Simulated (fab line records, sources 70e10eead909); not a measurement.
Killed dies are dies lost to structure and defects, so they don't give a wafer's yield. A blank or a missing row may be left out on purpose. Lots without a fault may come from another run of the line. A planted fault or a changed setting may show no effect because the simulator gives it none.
fab line records | flow nand_harc
record lots=5 wafers=15 last_day=33
route steps=1302 shown P_ZERO_WELL@29
lots that met no fault: from a run of the same line without faults
start_h: hours from the record's first day to the start of the lot's first wafer shown | wait_h: hours since the lot's step before | " the same as in the row above | L1.1+2: a row that stands for several wafers | - no value, or no start given | * or withheld: withheld | < > ~ a bound
route shown NAME@n: a module of which the file shows steps, and the number in the route of the first | usual: mean/standard deviation of fault-free wafers | same: alike in all rows | chamber/n: place in a boat | sites: the reading at each site | _std_site: their standard deviation | _edge_site: outer sites' mean less inner sites' | radius_mm: how far each site lies from the wafer's centre | mask NAME#n: copy n | behind: the tool/chamber that last shaped the wafer | hold: why the lot was held/for how many hours/how that ended | device: the transistor (n, p or np) that didn't switch | end of line: the same wafers' tests at the end of the route | a step without rows: its recipe alone | killed: dies lost to structure and defects at the first sort, not the wafer's yield | map: a wafer's dies, x killed, . not, _ none there
set.NAME: the setting as run; set.NAME@STEP: as run at that earlier step | model.NAME: the simulator's own value behind a step, which no gauge read
lots at some steps of the route; a table a step, a row a wafer
services: from which hour (start_h, from the record's first day; less than 0 if before it) a tool's chamber was out of use, for how many hours, and why
## steps
# step NHARC_P_ZERO_WELL_CD_MEAS_24
# recipe target_cd_nm=720 landing_energy_ev=500
# usual cd_nm=720.1/1.4
# columns lot.wafer tool chamber start_h wait_h cd_nm
L413.2 cd_sem-03 0 62.58 - 720.6
L413.4 " 0 " " 719.4
L413.6 " 0 " " 718.0
L421.2 cd_sem-01 0 142.45 - 720.5
L421.3 " 0 " " 720.0
L421.6 " 0 " " 721.5
L427.1 cd_sem-03 0 202.62 - 720.6
L427.2 " 0 " " 721.6
L427.3 " 0 " " 724.7
L431.1 cd_sem-02 0 242.63 - 722.2
L431.3 " 0 " " 718.6
L431.5 " 0 " " 720.8
L432.1 cd_sem-01 0 252.78 - 720.9
L432.3 " 0 " " 721.8
L432.4 " 0 " " 720.6
# step NHARC_P_ZERO_WELL_HARDBAKE_25
# recipe temp_c=125 time_s=80
# step NHARC_P_ZERO_WELL_DESCUM_26
# recipe time_s=3 o2_flow_sccm=200 ar_flow_sccm=0 bias_power_w=0 chemistry=O2
# usual drypump_motor_current_A=5.9/0.59 mfc_ar_sccm=0.005/0.0092 oes_product_au=1.003/0.0078 rf_vpp_V=57.7/0.85 showerhead_plenum_p_Torr=1.91/0.078 throttle_valve_pct=11.312/0.0099
# columns lot.wafer tool chamber start_h wait_h drypump_motor_current_A mfc_ar_sccm oes_product_au rf_hours_counter_h rf_vpp_V showerhead_plenum_p_Torr throttle_valve_pct
L413.2 rie_diel-07 2 62.74 - 5.5 0.021 1.013 34 57.2 1.91 11.316
L413.4 " 0 " " 5.0 0 1.019 39 57.7 1.82 11.301
L413.6 " 2 " " 5.5 0.021 0.994 - 58.2 1.91 11.308
L421.3 rie_diel-13 3 142.63 - 5.7 0 0.997 44 57.1 1.80 11.323
L421.2 " 0 " " 6.4 0 1.007 45 57.7 1.88 11.314
L421.6 " 2 " " 4.8 0 0.998 - 57.6 1.86 11.301
L427.1 rie_diel-13 3 202.81 - 5.7 0 0.997 5 57.5 1.79 11.305
L427.3 " 0 " " 6.5 0 0.997 5 57.9 1.87 11.334
L427.2 " 1 " " 6.6 0 1.008 4 59.0 1.99 11.312
L431.3 rie_diel-13 2 242.79 - 4.8 0 1.002 14 58.7 1.85 11.317
L431.1 " 3 " " 5.7 0 1.004 19 56.5 1.79 11.313
L431.5 " 3 " " 5.7 0 0.995 - 57.5 1.79 11.320
L432.4 rie_diel-05 1 252.94 - 5.5 0.027 0.991 3 57.8 1.92 11.325
L432.1 " 2 " " 6.2 0 0.988 3 57.9 1.87 11.295
L432.3 " 0 " " 6.3 0 1.000 3 58.2 2.06 11.312
# step NHARC_P_ZERO_WELL_IMPLANT_27
# recipe energy_kev=600 dose_cm2=1e+13 tilt_deg=7
# step NHARC_P_ZERO_WELL_IMPLANT_57
# recipe energy_kev=250 dose_cm2=4e+12 tilt_deg=7
# step NHARC_P_ZERO_WELL_IMPLANT_58
# recipe energy_kev=100 dose_cm2=2e+12 tilt_deg=7
# step NHARC_P_ZERO_WELL_STRIP_28
# recipe time_s=840 temp_c=130 chemistry=SPM
# step NHARC_P_ZERO_WELL_DEHYDRATE_29
# recipe temp_c=150 time_s=120
# step NHARC_P_ZERO_WELL_HMDS_30
# recipe time_s=30
# step NHARC_P_ZERO_WELL_COAT_31
# recipe spin_rpm=withheld
# step NHARC_P_ZERO_WELL_SOFTBAKE_32
# recipe temp_c=122 time_s=95
# step NHARC_P_ZERO_WELL_EBR_33
# step NHARC_P_ZERO_WELL_EXPOSE_34
# recipe na=0.6 target_cd_nm=720 dose_mj=22.31 mask_id=P_PWELL
# usual stage_vel_mm_s=499.96/0.23
# columns lot.wafer tool chamber start_h wait_h mask stage_vel_mm_s
L413.2 krf_scanner-01 0 64.07 - P_PWELL#0 500.14
L413.4 " 0 " " P_PWELL#0 500.14
L413.6 " 0 " " P_PWELL#0 499.99
L421.2 krf_scanner-04 0 143.93 - P_NWELL#0 499.76
L421.3 " 0 " " P_NWELL#0 499.80
L421.6 " 0 " " P_NWELL#0 499.86
L427.1 krf_scanner-04 0 204.04 - P_PWELL#0 500.25
L427.2 " 0 " " P_PWELL#0 500.22
L427.3 " 0 " " P_PWELL#0 499.96
L431.1 krf_scanner-03 0 243.98 - P_PWELL#0 499.45
L431.3 " 0 " " P_PWELL#0 499.87
L431.5 " 0 " " P_PWELL#0 500.14
L432.1 krf_scanner-03 0 254.14 - P_PWELL#0 500.07
L432.3 " 0 " " P_PWELL#0 500.30
L432.4 " 0 " " P_PWELL#0 500.06
# step NHARC_P_ZERO_WELL_PEB_35
# recipe peb_temp_c=118 peb_time_s=85
# step NHARC_P_ZERO_WELL_DEVELOP_36
# recipe time_s=70
# step NHARC_P_ZERO_WELL_CD_MEAS_37
# recipe target_cd_nm=720 landing_energy_ev=500
# usual cd_nm=720.4/1.4
# columns lot.wafer tool chamber start_h wait_h cd_nm
L413.2 cd_sem-02 0 64.22 - 719.8
L413.4 " 0 " " 719.3
L413.6 " 0 " " 718.3
L421.2 cd_sem-02 0 144.08 - -
L421.3 " 0 " " -
L421.6 " 0 " " -
L427.1 cd_sem-01 0 204.19 - 721.3
L427.2 " 0 " " 721.5
L427.3 " 0 " " 721.0
L431.1 cd_sem-01 0 244.14 - 720.6
L431.3 " 0 " " 721.5
L431.5 " 0 " " 722.1
L432.1 cd_sem-02 0 254.29 - 719.4
L432.3 " 0 " " 720.9
L432.4 " 0 " " 722.3
# step NHARC_P_ZERO_WELL_HARDBAKE_38
# recipe temp_c=125 time_s=80
## services
# columns tool chamber start_h hours kind
krf_scanner-03 - 39.83 0.7 repair
rie_diel-07 3 45.18 3.5 repair
krf_scanner-03 - 52.00 4.0 pm
rie_diel-05 - 52.63 9.0 pm
rie_diel-07 - 67.81 27.5 repair
krf_scanner-03 - 69.38 13.1 repair
rie_diel-07 1 96.56 7.6 repair
rie_diel-13 3 105.54 10.1 repair
krf_scanner-03 - 105.79 3.2 repair
rie_diel-07 - 118.15 9.0 pm
rie_diel-13 0 129.22 1.6 repair
krf_scanner-01 - 140.00 4.0 pm
rie_diel-07 - 140.42 0.7 repair
rie_diel-07 1 161.82 5.7 repair
rie_diel-05 0 164.25 4.2 repair
rie_diel-13 - 167.54 9.0 pm
krf_scanner-04 - 182.00 4.0 pm
rie_diel-07 1 191.70 6.8 repair
rie_diel-13 2 197.28 7.4 repair
krf_scanner-01 - 197.63 0.2 repair
rie_diel-13 3 219.62 10.5 repair
krf_scanner-04 - 223.34 0.7 repair
krf_scanner-03 - 224.00 4.0 pm
rie_diel-05 - 232.10 9.0 pm
## key
first_sign step=NHARC_P_ZERO_WELL_EXPOSE_34 reading=mask direction=changed
effect step=NHARC_P_ZERO_WELL_CD_MEAS_37 reading=cd_nm direction=missing
met_at NHARC_P_ZERO_WELL_EXPOSE_34
struck_wafers L421.2,L421.3,L421.6
later_rows_left_out L421.2,L421.3,L421.6
sort_left_out L421.2,L421.3,L421.6
tester_left_out L421
fault kind=wrong_mask tool=any chamber=- onset_h=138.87 steps=NHARC_P_ZERO_WELL_EXPOSE_34 aux_copy=P_NWELL#0 scope=struck_lots_only
# tester_left_out: of these lots the tester's yield and bins aren't shown, on N5 and GAA mostly nor the transistor test; their killed dies are dies lost to structure and defects alone, not to doping, threshold or leakage, so they don't give the yield
# sort_left_out: the simulated sort isn't trusted on such a fault, so these wafers' sort isn't shown, and their yield isn't known
# later_rows_left_out: the simulator's readings of these wafers behind a module that went badly wrong aren't trusted and aren't shown, but for the sort
